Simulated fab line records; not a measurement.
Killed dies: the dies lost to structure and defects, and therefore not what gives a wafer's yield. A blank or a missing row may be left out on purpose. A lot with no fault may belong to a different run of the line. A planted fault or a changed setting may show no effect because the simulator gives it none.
A single fault, viewed from 3 desks -- flow n5-finfet -- only its own numbers are on each desk; what lay behind them is given at the end

METROLOGY DESK
What the gauges read for every lot (on any tool): the sampled wafers with a number, averaged. Marked OUT: a lot whose mean sits more than 4 standard deviations from the usual mean, which makes it out of limits; the brackets give that distance. 7 of its 10 readings are shown, namely those furthest out on some lot.
Columns: A = DIBL_N at N5_BEOL_M4_RC_MEAS_101, usual 37.2 mV/V; B = DIBL_P at N5_BEOL_M4_RC_MEAS_101, usual 37.3 mV/V; C = IOFF_N at N5_BEOL_M4_RC_MEAS_101, usual 0.18 nA/um; D = IOFF_P at N5_BEOL_M4_RC_MEAS_101, usual 0.22 nA/um; E = ION_P at N5_BEOL_M4_RC_MEAS_101, usual 462 uA/um; F = VT_N at N5_BEOL_M4_RC_MEAS_101, usual 249 mV; G = VT_P at N5_BEOL_M4_RC_MEAS_101, usual -250 mV
lot,first seen here,A,B,C,D,E,F,G
L505,day 8 20:22,38.1,37.0,0.19,0.21,456,246,-254
L509,day 9 20:31,34.7,34.2,0.13,0.20,464,255,-250
L511,day 10 04:25,36.7,38.7,0.18,0.20,459,246,-252
L512,day 10 07:58,37.5,37.0,0.15,0.22,464,251,-250
L513,day 10 08:05,38.5,38.6,0.21,0.23,461,247,-250
L525,day 13 13:13,35.3,36.7,0.15,0.17,452,253,-255
This desk found nothing out of limits on any of the 6 lots.

TOOL OWNER'S DESK, rie-metal-03
The tool's own readings at N5_GATE_CUT_ETCH_56 (etches TiN in Cl2/Ar, target depth 21.6 nm): means of the sampled wafers that have a number, for each lot that ran on this tool. Marked OUT: a lot whose mean sits more than 4 standard deviations from the usual mean, which makes it out of limits; the brackets give that distance.
Columns: A = bias-w at N5_GATE_CUT_ETCH_56, usual 60.01 W; B = drypump-motor-current-A at N5_GATE_CUT_ETCH_56, usual 5.5 A; C = he-backside-leak-sccm at N5_GATE_CUT_ETCH_56, usual 3.61 sccm; D = mfc-ar-sccm at N5_GATE_CUT_ETCH_56, usual 60.01 sccm; E = oes-product-au at N5_GATE_CUT_ETCH_56, usual 0.69 a.u.; F = throttle-valve-pct at N5_GATE_CUT_ETCH_56, usual 21.01 %
lot,first seen here,A,B,C,D,E,F
L505,day 4 20:35,60.00,5.8,3.57,60.02,0.67,21.13
L509,day 5 20:48,59.99,5.8,3.62,59.97,0.66,21.13
L511,day 6 08:30,55.65 (-24) OUT,5.8,3.66,59.85,0.65,21.14
L512,day 6 13:39,55.69 (-24) OUT,5.8,3.59,60.20,0.65,21.14
L525,day 9 21:25,60.17,5.3,3.65,59.93,0.62,21.18
This desk finds L511, L512 out of limits, L511 being first, at day 6 08:30 (bias-w at N5_GATE_CUT_ETCH_56). L505, L509, L525: within limits.

THE DEFECT DESK
Per lot, the means of the sampled wafers with a number show what the inspections along the route counted. Marked OUT: a lot whose mean sits more than 4 standard deviations from the usual mean, which makes it out of limits; the brackets give that distance.
Columns: A = raw-defect-count at N5_HKMG_FIN_INSPECT_28, usual 39
lot,first seen here,A
L505,day 4 20:26,29
L509,day 5 20:39,40
L511,day 6 08:19,51
L512,day 6 13:29,47
L513,day 6 17:55,61
L525,day 9 21:16,47
This desk found nothing out of limits on any of the 6 lots.

BROUGHT TOGETHER
The tool owner's desk had the chance to raise an alarm at day 6 08:30 on L511, L512.
Nothing out of limits was seen by the metrology desk.
No out-of-limits result turned up at the defect desk.
The metrology desk has L511, L512 on record, within its limits.
The defect desk has L511, L512 on record, within its limits.
The lots listed all ran N5_GATE_CUT_ETCH_56 on rie-metal-03.

WHAT THE SIMULATOR PUT IN
rie-metal-03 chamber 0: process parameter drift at N5_GATE_CUT_ETCH_56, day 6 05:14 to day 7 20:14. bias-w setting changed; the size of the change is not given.
Struck lots among those shown: L511, L512.
Hours from the fault's start to each desk's first reading out of limits: the tool owner's desk, 3.
